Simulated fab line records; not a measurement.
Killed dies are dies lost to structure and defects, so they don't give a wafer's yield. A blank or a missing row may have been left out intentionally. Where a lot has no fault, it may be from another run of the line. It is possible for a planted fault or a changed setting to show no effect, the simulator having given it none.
Matching of chambers	flow nand harc	rie diel-07 running NHARC_A_CONTACT_DESCUM_47: 4 sister chambers
The step chemistry O2, time 3 s. 8 wafers are shown with their chamber, then 8 later ones without.

## EACH WAFER AND ITS CHAMBER
wafer	chamber	showerhead plenum p Torr (Torr)	rf vpp V (V)
L961.6	1	1.99	58.0
L966.2	2	1.94	58.3
L966.4	0	1.82	56.9
L966.5	0	1.82	56.0
L970.1	2	1.93	57.1
L970.2	3	2.01	58.3
L970.3	1	1.98	58.1
L973.2	3	2.01	57.5

## WAFERS MISSING THEIR CHAMBER
wafer	showerhead plenum p Torr (Torr)	rf vpp V (V)
L973.5	2.01	57.4
L973.6	1.82	57.8
L975.1	1.93	57.7
L975.4	1.98	57.6
L975.6	1.98	58.3
L978.1	2.00	58.1
L978.4	1.81	56.8
L978.5	1.93	57.8

## CHAMBER TAKEN BY EACH
wafer	from the rows above	in truth
L973.5	3	3
L973.6	0	0
L975.1	2	2
L975.4	1	1
L975.6	1	1
L978.1	can't be placed: 3 or 1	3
L978.4	0	0
L978.5	2	2
Correctly placed: 7 of 8. These rows do not allow placing 1 (true chamber among the candidates in 1). 0 placed wrongly.
How it was worked out, from the rows above alone: a wafer's distance from a chamber is the root of the sum, over the readings, of the square of ((its reading less the chamber's mean) divided by the reading's scatter). If the next closest chamber is less than 2 further off than the closest, the wafer can't be placed; otherwise it belongs to the closest. For every chamber, the mean is computed from those of its wafers that are shown. The scatter: the root of (the sum of the squares of (reading less its chamber's mean) over the shown wafers, divided by (wafers less chambers)).
